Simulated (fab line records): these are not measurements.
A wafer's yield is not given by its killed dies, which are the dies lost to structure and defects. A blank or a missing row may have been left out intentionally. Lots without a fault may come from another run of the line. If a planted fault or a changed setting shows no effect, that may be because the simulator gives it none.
Which tool was responsible? / flow nand_harc / Sampling: 24 lots, 72 wafers, 5 of 1159 route steps

== WHAT THE GAUGES SHOWED, per wafer ==
NHARC_A_STAIRCASE_INSPECT_155. Usual: 366 for raw_defect_count, sd 120.
lot=L075; measured=day 14 01:40; on=defect_inspect-01; raw_defect_count=335 643 350; flag=
lot=L074; measured=day 14 01:44; on=defect_inspect-01; raw_defect_count=314 250 357; flag=
lot=L076; measured=day 14 10:53; on=defect_inspect-02; raw_defect_count=444 437 438; flag=
lot=L079; measured=day 14 11:04; on=defect_inspect-02; raw_defect_count=344 320 374; flag=
lot=L077; measured=day 14 11:09; on=defect_inspect-02; raw_defect_count=248 297 300; flag=
lot=L078; measured=day 14 16:03; on=defect_inspect-01; raw_defect_count=582 358 815; flag=
lot=L081; measured=day 15 11:07; on=defect_inspect-01; raw_defect_count=242 264 492; flag=
lot=L080; measured=day 15 21:17; on=defect_inspect-01; raw_defect_count=358 417 413; flag=
lot=L083; measured=day 15 21:48; on=defect_inspect-01; raw_defect_count=158 194 159; flag=
lot=L084; measured=day 16 07:54; on=defect_inspect-01; raw_defect_count=390 258 457; flag=
lot=L082; measured=day 16 07:59; on=defect_inspect-02; raw_defect_count=813 587 464; flag=
lot=L085; measured=day 17 01:27; on=defect_inspect-02; raw_defect_count=357 292 370; flag=
lot=L086; measured=day 17 01:44; on=defect_inspect-02; raw_defect_count=352 439 257; flag=
lot=L089; measured=day 17 01:55; on=defect_inspect-02; raw_defect_count=318 511 251; flag=
lot=L087; measured=day 17 03:13; on=defect_inspect-02; raw_defect_count=454 352 242; flag=
lot=L088; measured=day 17 15:45; on=defect_inspect-01; raw_defect_count=465 833 573; flag=
lot=L090; measured=day 18 06:43; on=defect_inspect-02; raw_defect_count=518 325 644; flag=
lot=L091; measured=day 18 06:44; on=defect_inspect-02; raw_defect_count=276 375 315; flag=
lot=L093; measured=day 18 07:20; on=defect_inspect-02; raw_defect_count=441 248 508; flag=
lot=L094; measured=day 18 15:28; on=defect_inspect-02; raw_defect_count=344 289 223; flag=
lot=L096; measured=day 18 21:13; on=defect_inspect-02; raw_defect_count=225 352 436; flag=
lot=L092; measured=day 18 21:29; on=defect_inspect-01; raw_defect_count=324 480 306; flag=
lot=L095; measured=day 18 21:32; on=defect_inspect-02; raw_defect_count=408 423 394; flag=
lot=L097; measured=day 19 18:32; on=defect_inspect-01; raw_defect_count=265 413 307; flag=

NHARC_A_CONTACT_INSPECT_71. Usual: 29 for raw_defect_count, sd 15.
lot=L075; measured=day 16 22:29; on=defect_inspect-01; raw_defect_count=45 31 36; flag=
lot=L074; measured=day 16 17:08; on=defect_inspect-02; raw_defect_count=12 14 16; flag=
lot=L076; measured=day 17 06:21; on=defect_inspect-02; raw_defect_count=26 26 24; flag=
lot=L079; measured=day 17 02:11; on=defect_inspect-02; raw_defect_count=8 14 8; flag=
lot=L077; measured=day 17 01:38; on=defect_inspect-01; raw_defect_count=20 17 24; flag=
lot=L078; measured=day 17 07:57; on=defect_inspect-02; raw_defect_count=35 37 30; flag=
lot=L081; measured=day 18 01:47; on=defect_inspect-01; raw_defect_count=35 38 41; flag=
lot=L080; measured=day 18 09:34; on=defect_inspect-02; raw_defect_count=21 26 22; flag=
lot=L083; measured=day 18 11:24; on=defect_inspect-02; raw_defect_count=45 37 40; flag=
lot=L084; measured=day 19 06:20; on=defect_inspect-01; raw_defect_count=30 21 26; flag=
lot=L082; measured=day 19 02:32; on=defect_inspect-02; raw_defect_count=23 24 29; flag=
lot=L085; measured=day 19 23:21; on=defect_inspect-01; raw_defect_count=43 48 52; flag=
lot=L086; measured=day 19 18:04; on=defect_inspect-01; raw_defect_count=34 35 38; flag=
lot=L089; measured=day 20 06:54; on=defect_inspect-01; raw_defect_count=6 12 10; flag=
lot=L087; measured=day 19 19:58; on=defect_inspect-02; raw_defect_count=17 15 18; flag=
lot=L088; measured=day 20 09:11; on=defect_inspect-01; raw_defect_count=17 23 23; flag=
lot=L090; measured=day 21 00:30; on=defect_inspect-01; raw_defect_count=44 51 63; flag=
lot=L091; measured=day 20 21:52; on=defect_inspect-01; raw_defect_count=19 4 18; flag=
lot=L093; measured=day 21 07:32; on=defect_inspect-02; raw_defect_count=12 13 13; flag=
lot=L094; measured=day 21 09:13; on=defect_inspect-01; raw_defect_count=43 34 35; flag=
lot=L096; measured=day 22 00:10; on=defect_inspect-02; raw_defect_count=11 14 14; flag=
lot=L092; measured=day 21 23:21; on=defect_inspect-02; raw_defect_count=45 60 54; flag=
lot=L095; measured=day 22 03:52; on=defect_inspect-02; raw_defect_count=68 57 62; flag=
lot=L097; measured=day 22 14:28; on=defect_inspect-01; raw_defect_count=20 20 22; flag=

== EACH LOT AND THE TOOL THAT RAN IT (in order: tool; ch and the chambers of the sampled wafers; start) ==
lot=L075; NHARC_A_CONTACT_DESCUM_47=rie_diel-03 ch 0,1,2, day 16 14:56; NHARC_A_CONTACT_ETCH_113=har_cap_etch-03 ch 0,1, day 16 16:29; NHARC_A_CONTACT_ETCH_115=har_cap_etch-03 ch 0,1, day 16 16:40
lot=L074; NHARC_A_CONTACT_DESCUM_47=rie_diel-03 ch 1,2,3, day 16 09:13; NHARC_A_CONTACT_ETCH_113=har_cap_etch-02 ch 0,1, day 16 10:47; NHARC_A_CONTACT_ETCH_115=har_cap_etch-02 ch 0,1, day 16 10:58
lot=L076; NHARC_A_CONTACT_DESCUM_47=rie_diel-05 ch 1,2, day 16 22:37; NHARC_A_CONTACT_ETCH_113=har_cap_etch-03 ch 0,1, day 17 00:58; NHARC_A_CONTACT_ETCH_115=har_cap_etch-03 ch 0,1, day 17 01:10
lot=L079; NHARC_A_CONTACT_DESCUM_47=rie_diel-03 ch 0,1,3, day 16 18:56; NHARC_A_CONTACT_ETCH_113=har_cap_etch-02 ch 0,1, day 16 20:40; NHARC_A_CONTACT_ETCH_115=har_cap_etch-02 ch 0,1, day 16 20:52
lot=L077; NHARC_A_CONTACT_DESCUM_47=rie_diel-03 ch 0,1, day 16 17:11; NHARC_A_CONTACT_ETCH_113=har_cap_etch-02 ch 0,1, day 16 18:45; NHARC_A_CONTACT_ETCH_115=har_cap_etch-02 ch 0,1, day 16 18:56
lot=L078; NHARC_A_CONTACT_DESCUM_47=rie_diel-03 ch 0,1, day 17 00:53; NHARC_A_CONTACT_ETCH_113=har_cap_etch-01 ch 0,1, day 17 02:29; NHARC_A_CONTACT_ETCH_115=har_cap_etch-01 ch 0,1, day 17 02:40
lot=L081; NHARC_A_CONTACT_DESCUM_47=rie_diel-03 ch 1,2,3, day 17 19:02; NHARC_A_CONTACT_ETCH_113=har_cap_etch-03 ch 0,1, day 17 20:34; NHARC_A_CONTACT_ETCH_115=har_cap_etch-03 ch 0,1, day 17 20:45
lot=L080; NHARC_A_CONTACT_DESCUM_47=rie_diel-03 ch 0,1,3, day 18 02:25; NHARC_A_CONTACT_ETCH_113=har_cap_etch-02 ch 0,1, day 18 04:19; NHARC_A_CONTACT_ETCH_115=har_cap_etch-02 ch 0,1, day 18 04:29
lot=L083; NHARC_A_CONTACT_DESCUM_47=rie_diel-05 ch 1,2,3, day 18 04:03; NHARC_A_CONTACT_ETCH_113=har_cap_etch-03 ch 0,1, day 18 05:43; NHARC_A_CONTACT_ETCH_115=har_cap_etch-03 ch 0,1, day 18 05:58
lot=L084; NHARC_A_CONTACT_DESCUM_47=rie_diel-03 ch 0,2,3, day 18 22:05; NHARC_A_CONTACT_ETCH_113=har_cap_etch-01 ch 0,1, day 18 23:37; NHARC_A_CONTACT_ETCH_115=har_cap_etch-01 ch 0,1, day 18 23:49
lot=L082; NHARC_A_CONTACT_DESCUM_47=rie_diel-05 ch 0,1,3, day 18 19:46; NHARC_A_CONTACT_ETCH_113=har_cap_etch-03 ch 0,1, day 18 21:20; NHARC_A_CONTACT_ETCH_115=har_cap_etch-03 ch 0,1, day 18 21:31
lot=L085; NHARC_A_CONTACT_DESCUM_47=rie_diel-13 ch 0,1,3, day 19 15:38; NHARC_A_CONTACT_ETCH_113=har_cap_etch-02 ch 0,1, day 19 18:08; NHARC_A_CONTACT_ETCH_115=har_cap_etch-02 ch 0,1, day 19 18:19
lot=L086; NHARC_A_CONTACT_DESCUM_47=rie_diel-13 ch 0,1,2, day 19 11:10; NHARC_A_CONTACT_ETCH_113=har_cap_etch-02 ch 0,1, day 19 12:45; NHARC_A_CONTACT_ETCH_115=har_cap_etch-02 ch 0,1, day 19 12:56
lot=L089; NHARC_A_CONTACT_DESCUM_47=rie_diel-05 ch 0,1,2, day 19 22:53; NHARC_A_CONTACT_ETCH_113=har_cap_etch-02 ch 0,1, day 20 00:32; NHARC_A_CONTACT_ETCH_115=har_cap_etch-02 ch 0,1, day 20 00:43
lot=L087; NHARC_A_CONTACT_DESCUM_47=rie_diel-03 ch 1,2,3, day 19 11:54; NHARC_A_CONTACT_ETCH_113=har_cap_etch-03 ch 0,1, day 19 13:40; NHARC_A_CONTACT_ETCH_115=har_cap_etch-03 ch 0,1, day 19 13:51
lot=L088; NHARC_A_CONTACT_DESCUM_47=rie_diel-03 ch 0,1,2, day 20 01:02; NHARC_A_CONTACT_ETCH_113=har_cap_etch-02 ch 0,1, day 20 02:55; NHARC_A_CONTACT_ETCH_115=har_cap_etch-02 ch 0,1, day 20 03:05
lot=L090; NHARC_A_CONTACT_DESCUM_47=rie_diel-13 ch 0,1,3, day 20 17:01; NHARC_A_CONTACT_ETCH_113=har_cap_etch-02 ch 0,1, day 20 18:34; NHARC_A_CONTACT_ETCH_115=har_cap_etch-02 ch 0,1, day 20 18:44
lot=L091; NHARC_A_CONTACT_DESCUM_47=rie_diel-05 ch 1,2,3, day 20 14:35; NHARC_A_CONTACT_ETCH_113=har_cap_etch-03 ch 0,1, day 20 16:14; NHARC_A_CONTACT_ETCH_115=har_cap_etch-03 ch 0,1, day 20 16:25
lot=L093; NHARC_A_CONTACT_DESCUM_47=rie_diel-13 ch 0,2,3, day 20 20:41; NHARC_A_CONTACT_ETCH_113=har_cap_etch-03 ch 0, day 20 22:21; NHARC_A_CONTACT_ETCH_115=har_cap_etch-03 ch 0, day 20 22:32
lot=L094; NHARC_A_CONTACT_DESCUM_47=rie_diel-03 ch 2,3, day 20 22:58; NHARC_A_CONTACT_ETCH_113=har_cap_etch-02 ch 0,1, day 21 00:42; NHARC_A_CONTACT_ETCH_115=har_cap_etch-02 ch 0,1, day 21 00:53
lot=L096; NHARC_A_CONTACT_DESCUM_47=rie_diel-05 ch 0,1,2, day 21 17:22; NHARC_A_CONTACT_ETCH_113=har_cap_etch-01 ch 0,1, day 21 18:55; NHARC_A_CONTACT_ETCH_115=har_cap_etch-01 ch 0,1, day 21 19:06
lot=L092; NHARC_A_CONTACT_DESCUM_47=rie_diel-03 ch 1,2, day 21 16:30; NHARC_A_CONTACT_ETCH_113=har_cap_etch-03 ch 0,1, day 21 18:03; NHARC_A_CONTACT_ETCH_115=har_cap_etch-03 ch 0,1, day 21 18:14
lot=L095; NHARC_A_CONTACT_DESCUM_47=rie_diel-05 ch 1,2,3, day 21 20:01; NHARC_A_CONTACT_ETCH_113=har_cap_etch-03 ch 0,1, day 21 21:35; NHARC_A_CONTACT_ETCH_115=har_cap_etch-03 ch 0,1, day 21 21:46
lot=L097; NHARC_A_CONTACT_DESCUM_47=rie_diel-05 ch 1,2,3, day 22 06:59; NHARC_A_CONTACT_ETCH_113=har_cap_etch-03 ch 0,1, day 22 08:53; NHARC_A_CONTACT_ETCH_115=har_cap_etch-03 ch 0,1, day 22 09:04
- NHARC_A_CONTACT_DESCUM_47: chemistry O2, time 3 s.
- NHARC_A_CONTACT_ETCH_113: etches the open film in C4F8/O2/Ar, time 94 s, target depth 922 nm.
- NHARC_A_CONTACT_ETCH_115: etches the open film in C4F8/O2/Ar, time 94 s, target depth 922 nm.

== WHAT THE TOOLS THEMSELVES READ (means of the sampled wafers that have a number; where no wafer has one, the mark that the record gives instead) ==
NHARC_A_CONTACT_DESCUM_47. Usual: drypump_motor_current_A 5.7 A, standard deviation 0.37; o2_flow_sccm 200.1 sccm, standard deviation 0.65; oes_product_au 0.997 a.u., standard deviation 0.012; rf_vpp_V 57.7 V, standard deviation 0.95; showerhead_plenum_p_Torr 1.91 Torr, standard deviation 0.1; throttle_valve_pct 11.311 %, standard deviation 0.0093.
lot=L075; tool=rie_diel-03; drypump_motor_current_A (A)=5.9; o2_flow_sccm (sccm)=200.0; oes_product_au (a.u.)=0.991; rf_vpp_V (V)=57.9; showerhead_plenum_p_Torr (Torr)=1.91; throttle_valve_pct (%)=11.316; flag=
lot=L074; tool=rie_diel-03; drypump_motor_current_A (A)=5.8; o2_flow_sccm (sccm)=200.3; oes_product_au (a.u.)=0.999; rf_vpp_V (V)=56.9; showerhead_plenum_p_Torr (Torr)=1.86; throttle_valve_pct (%)=11.304; flag=
lot=L076; tool=rie_diel-05; drypump_motor_current_A (A)=5.6; o2_flow_sccm (sccm)=200.0; oes_product_au (a.u.)=0.996; rf_vpp_V (V)=57.7; showerhead_plenum_p_Torr (Torr)=1.91; throttle_valve_pct (%)=11.310; flag=
lot=L079; tool=rie_diel-03; drypump_motor_current_A (A)=5.8; o2_flow_sccm (sccm)=200.5; oes_product_au (a.u.)=0.995; rf_vpp_V (V)=57.3; showerhead_plenum_p_Torr (Torr)=1.82; throttle_valve_pct (%)=11.319; flag=
lot=L077; tool=rie_diel-03; drypump_motor_current_A (A)=6.1; o2_flow_sccm (sccm)=200.3; oes_product_au (a.u.)=0.986; rf_vpp_V (V)=56.9; showerhead_plenum_p_Torr (Torr)=1.83; throttle_valve_pct (%)=11.311; flag=
lot=L078; tool=rie_diel-03; drypump_motor_current_A (A)=5.8; o2_flow_sccm (sccm)=200.1; oes_product_au (a.u.)=0.983; rf_vpp_V (V)=56.9; showerhead_plenum_p_Torr (Torr)=1.87; throttle_valve_pct (%)=11.313; flag=
lot=L081; tool=rie_diel-03; drypump_motor_current_A (A)=5.8; o2_flow_sccm (sccm)=200.0; oes_product_au (a.u.)=0.990; rf_vpp_V (V)=57.8; showerhead_plenum_p_Torr (Torr)=1.96; throttle_valve_pct (%)=11.310; flag=
lot=L080; tool=rie_diel-03; drypump_motor_current_A (A)=5.7; o2_flow_sccm (sccm)=200.3; oes_product_au (a.u.)=0.995; rf_vpp_V (V)=58.5; showerhead_plenum_p_Torr (Torr)=1.92; throttle_valve_pct (%)=11.310; flag=
lot=L083; tool=rie_diel-05; drypump_motor_current_A (A)=5.5; o2_flow_sccm (sccm)=199.7; oes_product_au (a.u.)=1.006; rf_vpp_V (V)=58.2; showerhead_plenum_p_Torr (Torr)=1.90; throttle_valve_pct (%)=11.309; flag=
lot=L084; tool=rie_diel-03; drypump_motor_current_A (A)=5.6; o2_flow_sccm (sccm)=200.2; oes_product_au (a.u.)=0.989; rf_vpp_V (V)=59.6; showerhead_plenum_p_Torr (Torr)=2.00; throttle_valve_pct (%)=11.307; flag=
lot=L082; tool=rie_diel-05; drypump_motor_current_A (A)=5.7; o2_flow_sccm (sccm)=199.8; oes_product_au (a.u.)=1.013; rf_vpp_V (V)=57.6; showerhead_plenum_p_Torr (Torr)=1.88; throttle_valve_pct (%)=11.315; flag=
lot=L085; tool=rie_diel-13; drypump_motor_current_A (A)=5.8; o2_flow_sccm (sccm)=200.2; oes_product_au (a.u.)=0.999; rf_vpp_V (V)=57.3; showerhead_plenum_p_Torr (Torr)=1.80; throttle_valve_pct (%)=11.318; flag=
lot=L086; tool=rie_diel-13; drypump_motor_current_A (A)=5.5; o2_flow_sccm (sccm)=200.6; oes_product_au (a.u.)=0.985; rf_vpp_V (V)=58.3; showerhead_plenum_p_Torr (Torr)=1.87; throttle_valve_pct (%)=11.298; flag=
lot=L089; tool=rie_diel-05; drypump_motor_current_A (A)=5.8; o2_flow_sccm (sccm)=199.7; oes_product_au (a.u.)=1.000; rf_vpp_V (V)=57.6; showerhead_plenum_p_Torr (Torr)=1.88; throttle_valve_pct (%)=11.314; flag=
lot=L087; tool=rie_diel-03; drypump_motor_current_A (A)=5.8; o2_flow_sccm (sccm)=200.8; oes_product_au (a.u.)=0.993; rf_vpp_V (V)=58.0; showerhead_plenum_p_Torr (Torr)=1.96; throttle_valve_pct (%)=11.298; flag=
lot=L088; tool=rie_diel-03; drypump_motor_current_A (A)=5.9; o2_flow_sccm (sccm)=200.1; oes_product_au (a.u.)=0.996; rf_vpp_V (V)=57.2; showerhead_plenum_p_Torr (Torr)=1.90; throttle_valve_pct (%)=11.309; flag=
lot=L090; tool=rie_diel-13; drypump_motor_current_A (A)=5.8; o2_flow_sccm (sccm)=200.3; oes_product_au (a.u.)=0.999; rf_vpp_V (V)=58.4; showerhead_plenum_p_Torr (Torr)=2.02; throttle_valve_pct (%)=11.307; flag=
lot=L091; tool=rie_diel-05; drypump_motor_current_A (A)=5.6; o2_flow_sccm (sccm)=199.9; oes_product_au (a.u.)=1.013; rf_vpp_V (V)=57.4; showerhead_plenum_p_Torr (Torr)=1.90; throttle_valve_pct (%)=11.304; flag=
lot=L093; tool=rie_diel-13; drypump_motor_current_A (A)=5.6; o2_flow_sccm (sccm)=200.1; oes_product_au (a.u.)=0.999; rf_vpp_V (V)=58.5; showerhead_plenum_p_Torr (Torr)=1.97; throttle_valve_pct (%)=11.305; flag=
lot=L094; tool=rie_diel-03; drypump_motor_current_A (A)=5.6; o2_flow_sccm (sccm)=199.8; oes_product_au (a.u.)=0.999; rf_vpp_V (V)=58.9; showerhead_plenum_p_Torr (Torr)=2.04; throttle_valve_pct (%)=11.314; flag=
lot=L096; tool=rie_diel-05; drypump_motor_current_A (A)=5.8; o2_flow_sccm (sccm)=200.0; oes_product_au (a.u.)=0.997; rf_vpp_V (V)=57.1; showerhead_plenum_p_Torr (Torr)=1.88; throttle_valve_pct (%)=11.311; flag=
lot=L092; tool=rie_diel-03; drypump_motor_current_A (A)=5.9; o2_flow_sccm (sccm)=200.2; oes_product_au (a.u.)=0.992; rf_vpp_V (V)=57.2; showerhead_plenum_p_Torr (Torr)=1.94; throttle_valve_pct (%)=11.309; flag=
lot=L095; tool=rie_diel-05; drypump_motor_current_A (A)=5.5; o2_flow_sccm (sccm)=199.8; oes_product_au (a.u.)=1.003; rf_vpp_V (V)=57.3; showerhead_plenum_p_Torr (Torr)=1.89; throttle_valve_pct (%)=11.310; flag=
lot=L097; tool=rie_diel-05; drypump_motor_current_A (A)=5.5; o2_flow_sccm (sccm)=200.0; oes_product_au (a.u.)=0.998; rf_vpp_V (V)=57.5; showerhead_plenum_p_Torr (Torr)=1.89; throttle_valve_pct (%)=11.318; flag=

== THE ANSWER, worked out from the rows above alone ==
Rule: a lot is off if the mean of its wafers that have a number lies more than 3 standard deviations from the usual mean. A lot without any number at a reading at which 4 lots or more have one is off too. The other lots that the step has rows for count as sound. After the gauges, taken in route order, come the tools' own readings; for these a lot's mean is taken, as printed above. At the first step where some lot is off, the reading lying furthest off is the one used; lots without a number count as furthest.
Nothing can be told from this: no lot is off at any reading shown.

== WHAT HAD BEEN PUT IN BY THE SIMULATOR ==
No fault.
